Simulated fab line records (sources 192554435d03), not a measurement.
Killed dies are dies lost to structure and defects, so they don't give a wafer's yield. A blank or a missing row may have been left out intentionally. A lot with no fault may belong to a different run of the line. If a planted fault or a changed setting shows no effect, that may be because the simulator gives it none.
fab line records	flow n5-finfet
record lots=4	wafers=12	last-day=16
route steps=1938 shown FIN_CUT@157 STI_FIN_REVEAL@183 PASSIVATION@1936
lots that met no fault: from a run of the same line without faults
start-h: the number of hours between the record's first day and the start of the first shown wafer of the lot	wait-h: how many hours have passed since the lot's step before this one	" as in the row above	L1.1+2: a row that stands for several wafers	- no value, or no start given	* or withheld: withheld	< > ~ a bound
route shown NAME@n: NAME is a module with steps in the file, n the number in the route of the first one	usual: mean/standard deviation of fault-free wafers	same: alike in all rows	chamber/n: place in a boat	sites: per-site readings	_std_site: how widely they spread, as a standard deviation	_edge_site: outer sites' mean less inner sites'	radius-mm: for every site, how far away it sits from the centre of the wafer	mask NAME#n: copy n	behind: the last tool/chamber to shape the wafer	hold: reason for holding the lot/hours on hold/outcome of the hold	device: transistor that didn't switch, given as n, p or np	end of line: the tests these same wafers got at the end of their route	step lacking rows: just its recipe	killed: dies that structure and defects cost at the first sort, which is not the same as the wafer's yield	map: dies across one wafer; x = killed, . = not, _ = none there
set.NAME: setting as actually run; set.NAME@STEP: the setting as run at that earlier step	model.NAME: the simulator's own value behind a step, which no gauge read
lots at selected steps of the route; one table per step, one row per wafer
services: when a tool's chamber went out of use (start-h, in hours from the record's first day, below 0 if earlier), for how many hours, and the reason
## steps
# step N5_FIN_CUT_COAT_02
# recipe resist=CAR-EUV	spin-rpm=1500	resist-thk-nm=30
# step N5_FIN_CUT_EBR_04
# recipe solvent=PGMEA	ebr-width-mm=1.5
# step N5_FIN_CUT_SOFTBAKE_03
# recipe temp-c=110	time-s=60	resist=CAR-EUV
# step N5_FIN_CUT_EXPOSE_05
# recipe mask-id=FIN_CUT	na=0.33	source-shape=annular	sigma-inner=0.35	sigma-outer=0.8	polarization=unpolarized	dose-mj=45.75
# step N5_FIN_CUT_PEB_06
# recipe peb-temp-c=100	peb-time-s=60	resist=CAR-EUV
# step N5_FIN_CUT_DEVELOP_07
# recipe develop-time-s=30	developer=TMAH	resist=CAR-EUV	rinse-liquid=surfactant-rinse	dry=air-spin	dev-temp-c=23
# step N5_FIN_CUT_DESCUM_13
# recipe chemistry=O2	time-s=7	source-power-w=50	bias-power-w=20	pressure-mtorr=20	rf-frequency-hz=2.712e+07	temp-c=40	resist=CAR-EUV	o2-flow-sccm=225
# step N5_FIN_CUT_ETCH_30
# recipe chemistry=N2/H2	target=underlayer	target-depth-a=130	mask-material=CAR-EUV	time-s=10.4	ion-energy-ev=200	pressure-mtorr=30	source-w=840	bias-w=150	n2-flow-sccm=200	h2-flow-sccm=200	ends=cleared
# step N5_FIN_CUT_ETCH_20
# recipe chemistry=CF4	target=SiARC	target-depth-a=260	mask-material=CAR-EUV	time-s=43.3	ion-energy-ev=80	pressure-mtorr=40	source-w=545	bias-w=36	Ar_flow_sccm=100	cf4-flow-sccm=100	ends=cleared
# step N5_FIN_CUT_ETCH_21
# recipe chemistry=N2/H2	target=SOC	target-depth-a=2190	overetch-a=438	mask-material=SiARC	temp-c=40	ion-energy-ev=100	bias-w=61	time-s=523.5	pressure-mtorr=30	source-w=850	n2-flow-sccm=200	h2-flow-sccm=200
# usual drypump-motor-current-A=5.6/0.43	oes-product-au=0.71/0.065	rf-vpp-V=240.9/1.2	showerhead-plenum-p-Torr=2.56/0.068	throttle-valve-pct=17.82/0.25
lot.wafer	tool	chamber	start-h	wait-h	drypump-motor-current-A	oes-product-au	rf-hours-counter-h	rf-vpp-V	showerhead-plenum-p-Torr	throttle-valve-pct	model.SiARC_of_FIN_CUT_COAT_19.thk-nm	model.FIN_CUT.cd-offset-nm
L506.3	rie-diel-05	1	46.58	0.0	5.6	0.68	172	241.6	2.64	17.68	11.6	0
L506.4	"	2	"	"	6.2	0.83	-	241.2	2.62	17.48	11.6	0
L506.6	"	3	"	"	5.1	0.66	-	241.2	2.51	18.03	12.2	-0.8
L510.2	rie-diel-06	2	70.12	0.0	5.6	0.71	145	241.9	2.65	17.85	11.8	0
L510.4	"	0	"	"	5.2	0.77	81	239.7	2.47	18.00	11.8	-0.4
L510.5	"	3	"	"	5.7	0.70	-	243.5	2.64	17.85	12.2	-0.6
L514.2	rie-diel-05	3	94.41	0.0	5.1	0.65	218	241.8	2.50	18.05	12.2	-0.6
L514.3	"	2	"	"	6.2	0.81	36	241.4	2.61	17.52	7	3.2
L514.6	"	0	"	"	5.3	0.79	-	238.8	2.46	17.20	11.8	0.8
L515.3	rie-diel-05	2	98.89	0.0	6.2	0.80	37	241.2	2.61	17.51	7	3.2
L515.5	"	2	"	"	6.2	0.81	-	241.2	2.61	17.52	11.6	0
L515.6	"	1	"	"	5.6	0.68	-	241.1	2.64	17.72	11.6	0.4
# step N5_FIN_CUT_STRIP_23
# recipe chemistry=N2/H2	temp-c=40	n2-flow-sccm=200	h2-flow-sccm=200	rf-frequency-hz=6e+07
# step N5_FIN_CUT_STRIP_31
# recipe chemistry=N2/H2	temp-c=40	n2-flow-sccm=200	h2-flow-sccm=200	rf-frequency-hz=6e+07
# step N5_FIN_CUT_STRIP_24
# recipe chemistry=CF4	resist=SiARC	power-w=300	bias-power-w=75	pressure-mtorr=50	cf4-flow-sccm=150	rf-frequency-hz=6e+07
# step N5_FIN_CUT_CUT_ETCH_26
# recipe chemistry=CH3F/O2	target=SiNx	target-depth-a=390	mask-material=SOC	time-s=55.7	pressure-mtorr=30	source-w=395	bias-w=73	Ar_flow_sccm=150	CH3F_flow_sccm=30	O2_flow_sccm=20	ion-energy-ev=120
# step N5_FIN_CUT_CUT_ETCH_27
# recipe chemistry=CHF3/O2	target=SiO2	target-depth-a=40	mask-material=SOC	overetch-a=20	time-s=4.9	pressure-mtorr=30	source-w=650	bias-w=170	Ar_flow_sccm=200	CHF3_flow_sccm=50	O2_flow_sccm=5	ion-energy-ev=200
# step N5_FIN_CUT_PRECLEAN_35
# recipe time-s=13.3	temp-c=45	pressure-torr=125	p-hf-torr=3	p-coreactant-torr=25	chemistry=vHF
# step N5_FIN_CUT_CUT_ETCH_15
# recipe chemistry=HBr/Cl2/O2	target=Si	target-depth-a=1000	bt-time-s=10	mask-material=SOC	time-s=42.4	ion-energy-ev=*	bias-w=*	pressure-mtorr=10	icp-w=800	HBr_flow_sccm=150	Cl2_flow_sccm=80	O2_flow_sccm=12
# step N5_FIN_CUT_CUT_ETCH_28
# recipe chemistry=HBr/Cl2/O2	target=Si	target-depth-a=60	mask-material=SOC	time-s=2.4	ion-energy-ev=*	bias-w=*	pressure-mtorr=10	icp-w=800	HBr_flow_sccm=150	Cl2_flow_sccm=80	O2_flow_sccm=12
# usual drypump-motor-current-A=5.8/0.4	oes-product-au=1.002/0.012	throttle-valve-pct=37.20/0.22
lot.wafer	tool	chamber	start-h	wait-h	drypump-motor-current-A	oes-product-au	rf-hours-counter-h	throttle-valve-pct	model.FIN_CUT.cd-offset-nm
L506.3	rie-si-02	2	47.18	0.0	4.9	0.990	29	37.11	0
L506.4	"	3	"	"	5.8	0.979	125	37.18	-0.6
L506.6	"	2	"	"	5.0	0.980	-	37.09	-1
L510.2	rie-si-06	0	70.71	0.0	5.9	1.016	7	36.92	0
L510.4	"	1	"	"	5.4	1.032	200	37.69	-0.4
L510.5	"	1	"	"	5.4	1.031	-	37.70	-0.6
L514.2	rie-si-06	3	95.22	0.0	6.2	1.004	60	36.71	-0.4
L514.3	"	0	"	"	5.9	1.012	7	36.91	3.2
L514.6	"	0	"	"	5.9	1.008	-	36.93	0.6
L515.3	rie-si-06	3	99.49	0.0	6.2	1.005	60	36.72	3.8
L515.5	"	3	"	"	6.2	1.014	-	36.72	0.2
L515.6	"	2	"	"	5.2	1.017	-	37.27	0.8
# step N5_FIN_CUT_STRIP_22
# recipe chemistry=N2/H2	power-w=500	temp-c=40	pressure-mtorr=50	rf-frequency-hz=6e+07	overash-fraction=0.3	bias-power-w=8	h2-frac=0.5	n2-flow-sccm=300	h2-flow-sccm=300
# step N5_FIN_CUT_PRECLEAN_36
# recipe chemistry=O3/DIW	time-s=60	temp-c=22	o3-ppm=10
# step N5_FIN_CUT_SRD_32
# recipe dry=ipa-marangoni	time-s=30	temp-c=23	rinse-liquid=diw
# step N5_FIN_CUT_UV_OZONE_34
# recipe time-s=120	pressure-torr=760	temp-c=25
# step N5_STI_FIN_REVEAL_ALD_00
# recipe material=SiO2	target-thk-a=10	temp-c=300	ald-precursor-family=BDEAS	ald-co-reactant=O2-plasma	pulse-time-s=1	pressure-torr=2
# step N5_STI_FIN_REVEAL_ALD_14
# recipe material=Si3N4	target-thk-a=30	temp-c=400	ald-precursor-family=SiH2I2	ald-co-reactant=N2/H2-plasma	pressure-torr=2
# step N5_STI_FIN_REVEAL_FCVD_FILL_01
# recipe material=SiO2_flowable	target-thk-a=3120	temp-c=100	pressure-torr=0.8	rf-w=2000	time-s=512.2
# step N5_STI_FIN_REVEAL_DENSIFY_02
# recipe temp-c=650	ambient=steam	time-s=1800	idle-temp-c=400	densification-p-h2o-torr=640
# step N5_STI_FIN_REVEAL_CMP_04
# recipe stop-on=Si3N4	t-overpolish-s=4	down-force-psi=2	platen-rpm=54.18	post-cmp-clean=alkaline-brush	pad-velocity-m-s=1.078	target-thk-nm=131.83
# step N5_STI_FIN_REVEAL_DENSIFY_30
# recipe temp-c=*	time-s=*	ambient=N2	idle-temp-c=600	ramp-up-c-per-s=150	ramp-down-c-per-s=60	cool-to-c=600
# step N5_STI_FIN_REVEAL_ETCHBACK_08
# recipe chemistry=C4F6/O2	target=SiO2	target-depth-a=305	time-s=10.167	ion-energy-ev=250	pressure-mtorr=30	source-w=345	bias-w=185	Ar_flow_sccm=300	C4F6_flow_sccm=10	O2_flow_sccm=10
# step N5_STI_FIN_REVEAL_STRIP_24
# recipe chemistry=N2/H2	time-s=90	power-w=100	temp-c=40	pressure-mtorr=100	rf-frequency-hz=6e+07	bias-power-w=3	n2-flow-sccm=300	h2-flow-sccm=300
# step N5_STI_FIN_REVEAL_PRECLEAN_25
# recipe chemistry=SPM	time-s=90	temp-c=120	mix=4:1
# step N5_STI_FIN_REVEAL_PRECLEAN_26
# recipe chemistry=SC1	time-s=45	temp-c=46	mix=1:2:100
# step N5_STI_FIN_REVEAL_PRECLEAN_29
# recipe chemistry=DHF	time-s=30	temp-c=25	dilution=300:1
# step N5_STI_FIN_REVEAL_SRD_12
# recipe time-s=30	temp-c=23	rinse-liquid=diw	dry=ipa-marangoni
# step N5_STI_FIN_REVEAL_RECESS_09
# recipe chemistry=HF/NH3	target=SiO2	afs-cycles=11	target-depth-a=425	temp-c=30	sublimation-temp-c=180	sublimation-time-s=60
# step N5_STI_FIN_REVEAL_STRIP_16
# recipe chemistry=H3PO4	material=SiNx	temp-c=165	target-depth-a=238	overetch-fraction=0.4964	dry=ipa-marangoni
# step N5_STI_FIN_REVEAL_PRECLEAN_17
# recipe chemistry=NF3:NH3	afs-cycles=1	temp-c=30	time-s=20	sublimation-temp-c=180	sublimation-time-s=60	pressure-torr=3	rf-power-w=30
# step N5_PASSIVATION_PROBE_49
# usual defect-limited-yield=91.0/1.5	killed_at_M0_to_M3=35/11	killed_at_M4_up=13/5	killed-at-contacts=12/5.9	killed-at-front-end=42/13	killed-at-other=3/3.2	killed-dies=106/18	killed-on-rim=14/4.2	killed-open=69/13	killed-short=35/8.9	sort_bin_5_function=5.2/0.95	sort_bin_6_memory=3.3/0.71	sort_bin_8_speed=0.00/0.016	sort-n-pass=1074/18	sort-yield-pct=91.0/1.5
# same gross-dies=1180	killed-at-back-side=0	sort_bin_4_leakage[%]=0
lot.wafer	tool	chamber	start-h	wait-h	defect-limited-yield[%]	killed_at_M0_to_M3	killed_at_M4_up	killed-at-contacts	killed-at-front-end	killed-at-other	killed-dies	killed-on-rim	killed-open	killed-short	sort_bin_5_function[%]	sort_bin_6_memory[%]	sort_bin_8_speed[%]	sort-n-pass	sort-yield-pct[%]
L506.3	prober-01	-	323.93	0.1	90.2	27	14	11	62	2	116	8	78	37	5.7	3.6	0	1064	90.2
L506.4	prober-01	-	323.98	0.2	90.9	33	3	22	48	1	107	10	76	30	4.6	4.0	0	1073	90.9
L506.6	prober-01	-	324.08	0.3	90.6	27	19	20	43	2	111	16	69	42	5.1	3.9	0	1069	90.6
L510.2	prober-01	-	344.95	0.1	88.0	34	21	12	74	1	142	23	98	44	6.9	4.4	0	1038	88.0
L510.4	prober-01	-	345.05	0.2	90.5	37	15	12	47	1	112	11	60	49	5.3	3.8	0	1068	90.5
L510.5	prober-01	-	345.10	0.2	93.2	11	13	12	43	1	80	10	50	28	3.9	2.8	0	1100	93.2
L515.3	prober-02	-	377.21	0.2	85.5	47	16	13	89	6	171	37	80	50	5.7	4.6	0	1009	85.5
L515.5	prober-02	-	377.31	0.3	89.5	39	13	14	51	7	124	13	82	40	5.4	4.7	0	1056	89.5
L515.6	prober-02	-	377.36	0.4	91.6	27	8	9	49	6	99	11	57	42	5.2	2.5	0	1081	91.6
L514.2	prober-02	-	390.65	0.1	89.4	40	24	3	57	1	125	14	81	37	6.5	3.5	0	1055	89.4
L514.3	prober-02	-	390.70	0.1	86.4	40	9	5	105	1	160	38	96	33	6.4	4.0	0	1020	86.4
L514.6	prober-02	-	390.85	0.3	89.1	39	11	15	63	1	129	17	95	34	6.3	4.4	0.17	1049	88.9
# killed by level:class
L506.3 FIN_SAQP:geometric-particle:open=18 FIN_SAQP:geometric-particle:short=15 STI_FIN_REVEAL:geometric-particle:open=11 BEOL_M1:geometric-particle:open=11 MOL_CONTACT_COAG:geometric-particle:open=8 BEOL_M5:geometric-particle:open=6 BEOL_M0_SAQP:geometric-particle:open=5 BEOL_M4:geometric-particle:open=4
L506.4 MOL_CONTACT_COAG:geometric-particle:open=21 STI_FIN_REVEAL:geometric-particle:open=12 FIN_SAQP:geometric-particle:open=11 BEOL_M3:geometric-particle:open=10 FIN_SAQP:geometric-particle:short=8 BEOL_M2:geometric-particle:open=5 BEOL_M0:geometric-particle:open=4 BEOL_M0_SAQP:geometric-particle:short=4
L506.6 FIN_SAQP:geometric-particle:open=14 MOL_CONTACT_COAG:geometric-particle:open=14 FIN_SAQP:geometric-particle:short=10 BEOL_M3:geometric-particle:open=8 MOL_CONTACT_COAG:geometric-particle:short=6 BEOL_M1:geometric-particle:open=6 BEOL_M2:geometric-particle:open=5 BEOL_M4:geometric-particle:open=4
L510.2 STI_FIN_REVEAL:geometric-particle:open=29 BEOL_M2:geometric-particle:open=14 MOL_CONTACT_COAG:geometric-particle:open=10 FIN_SAQP:geometric-particle:short=9 BEOL_M3:geometric-particle:open=9 GATE_CUT:geometric-particle:short=9 FIN_SAQP:geometric-particle:open=8 STI_FIN_REVEAL:geometric-particle:short=5
L510.4 BEOL_M0_SAQP:geometric-particle:short=17 STI_FIN_REVEAL:geometric-particle:open=11 GATE_CUT:geometric-particle:short=11 MOL_CONTACT_COAG:geometric-particle:open=10 BEOL_M4:geometric-particle:open=6 GATE_CUT:geometric-particle:open=5 BEOL_M3:geometric-particle:open=5 FIN_SAQP:geometric-particle:short=4
L510.5 STI_FIN_REVEAL:geometric-particle:open=13 MOL_CONTACT_COAG:geometric-particle:open=9 GATE_CUT:geometric-particle:short=8 GATE_CUT:geometric-particle:open=6 BEOL_M2:geometric-particle:open=6 STI_FIN_REVEAL:geometric-particle:short=5 STARTING-WAFER:geometric-particle:short=5 BEOL_M1:geometric-particle:open=4
L515.3 FIN_CUT:area-etch=41 BEOL_M2:geometric-particle:open=16 FIN_SAQP:geometric-particle:open=8 MOL_CONTACT_COAG:geometric-particle:open=8 BEOL_M0_SAQP:geometric-particle:open=8 FIN_SAQP:geometric-particle:short=7 GATE_CUT:geometric-particle:open=7 GATE_CUT:geometric-particle:short=7
L515.5 STI_FIN_REVEAL:geometric-particle:open=15 MOL_CONTACT_COAG:geometric-particle:open=12 BEOL_M3:geometric-particle:open=11 FIN_SAQP:geometric-particle:short=9 BEOL_M2:geometric-particle:open=9 BEOL_M0_SAQP:geometric-particle:short=7 BEOL_M1:geometric-particle:open=6 DUMMY_GATE:geometric-particle:short=4
L515.6 FIN_SAQP:geometric-particle:short=9 STI_FIN_REVEAL:geometric-particle:open=8 MOL_CONTACT_COAG:geometric-particle:open=8 BEOL_M0_SAQP:geometric-particle:short=7 GATE_CUT:geometric-particle:short=6 BEOL_M2:geometric-particle:open=6 GATE_CUT:geometric-particle:open=5 STARTING-WAFER:geometric-particle:short=5
L514.2 STI_FIN_REVEAL:geometric-particle:open=15 BEOL_M4:geometric-particle:open=13 BEOL_M1:geometric-particle:open=11 BEOL_M2:geometric-particle:open=10 FIN_SAQP:geometric-particle:short=9 DUMMY_GATE:geometric-particle:open=8 BEOL_M0_SAQP:geometric-particle:short=7 GATE_CUT:geometric-particle:short=6
L514.3 FIN_CUT:area-etch=30 STI_FIN_REVEAL:geometric-particle:open=27 BEOL_M2:geometric-particle:open=12 FIN_SAQP:geometric-particle:short=11 BEOL_M0_SAQP:geometric-particle:open=10 DUMMY_GATE:geometric-particle:open=8 GATE_CUT:geometric-particle:short=7 BEOL_M3:geometric-particle:open=6
L514.6 STI_FIN_REVEAL:geometric-particle:open=30 MOL_CONTACT_COAG:geometric-particle:open=10 BEOL_M1:geometric-particle:open=10 DUMMY_GATE:geometric-particle:open=9 BEOL_M2:geometric-particle:open=9 BEOL_M3:geometric-particle:open=9 FIN_SAQP:geometric-particle:short=7 MOL_CONTACT_COAG:geometric-particle:short=5
# map L514.3 (x killed, . not)
_________________.x.x.x......________________
______________..x...x.......xx.._____________
___________x..x........x....x...xxx__________
__________xx....x......x..xx...xx.x._________
________xxxx....xx...................._______
_______x.........x.....................______
______x....x..................x....xx..x_____
_____....................................____
____x.........x.....xx......x.......x.....___
___xx........x........x...x................__
___.x............x..x.x....................__
__x.....x.x....x.............x.............._
__x..x..........x..........x.....xx.......x._
_xx....x..........x..x.x.........x...........
_.......x..................x....x..........xx
_..x.x.x.............x..........x............
_.............x............................x.
_x..x............x....x..........x.......x...
_.......x..........x......x................x.
_.x.........x.....x.............x.....x.....x
_..x.........x....x..xx.xx...............x...
__.......xx......xx.............x....x.....x_
__........x..........................x......_
___...x...x..x...x........x...x............__
___..x.....x......x..............x....x..x.__
____....x............x.........x..........___
_____.x..............x........x......xx..____
______....x.....x.....x..x.............x_____
_______...........x..x.................______
________.........xxxx........xx.x....._______
__________...x.............x......x._________
___________....x.x...........x.....__________
______________............x....x_____________
_________________.........x.x________________
# map L515.3 (x killed, . not)
_________________xx.x..xx....________________
______________..x........xx....x_____________
___________xxxxx.x..x..........x..x__________
__________...xxx.xx...x......x.x...x_________
________x.xx..x....x.......x.........._______
_______.x.....x........x..x..x........x______
______.xxx.........x....x........x.....x_____
_____.xx.x.............x.x...............____
____x...xx............x.....x.......x.....___
___x......x.......x.x.x.....x...x........x.__
___....x.........x.........................__
__xxx.....x.........x......................._
__xxxx......................x.x.xx..xx..x..._
_..x.....................x......x........x...
_.x.....xx.......xx...........x..x......xx...
_......xx...x..x.............................
_.........x..x...x.......x..x................
_x...............x..........x................
_x.xx...x........x...............x....x...x..
_...x............xx....................xx....
_xxx.x......x......x....x................x.x.
__x...................x....................._
__....x.............x..x...........x........_
___..x.x...x.....xx.x.................x....__
___..............x.............x.......xx.x__
____........x...........x...........x.....___
_____..xx...x.....x.........x............____
______..................x..x............_____
_______.............x......x..x....x...______
________.....................x....x..x_______
__________.......................xx._________
___________.........x.x............__________
______________..........x......._____________
_________________..........x.________________
## services
tool	chamber	start-h	hours	kind
rie-diel-05	0	32.32	29.0	repair
rie-diel-06	1	36.08	7.9	repair
rie-diel-05	3	51.80	1.8	repair
rie-si-06	3	54.54	12.4	repair
rie-si-06	1	80.29	-	clean
rie-si-06	1	80.29	21.0	scheduled-down
rie-si-06	1	80.29	21.0	vent-cycle
rie-diel-06	-	95.50	1.1	repair
## key
first-sign step=N5_PASSIVATION_PROBE_49	reading=killed-at-front-end	direction=up	sigmas=4.3	usual=42	struck=97
effect step=N5_PASSIVATION_PROBE_49	reading=killed-on-rim	direction=up	sigmas=5.6	usual=14	struck=38
model-effect step=N5_FIN_CUT_ETCH_21	value=SiARC_of_FIN_CUT_COAT_19.thk-nm	without=11.6	struck=7
model-effect step=N5_FIN_CUT_CUT_ETCH_28	value=FIN_CUT.cd-offset-nm	without=0.1	struck=3.5
more-kills-born-at N5_FIN_CUT_ETCH_21@rie-diel-05=71
met-at N5_FIN_CUT_ETCH_21
struck-wafers L514.3,L515.3
onset-between 46.58 94.41
fault kind=process-parameter-drift	tool=rie-diel-05	chamber=-	onset-h=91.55	steps=N5_FIN_CUT_ETCH_21	channel=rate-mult	offset=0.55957	shape=step	end-h=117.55	scope=struck-wafers-only
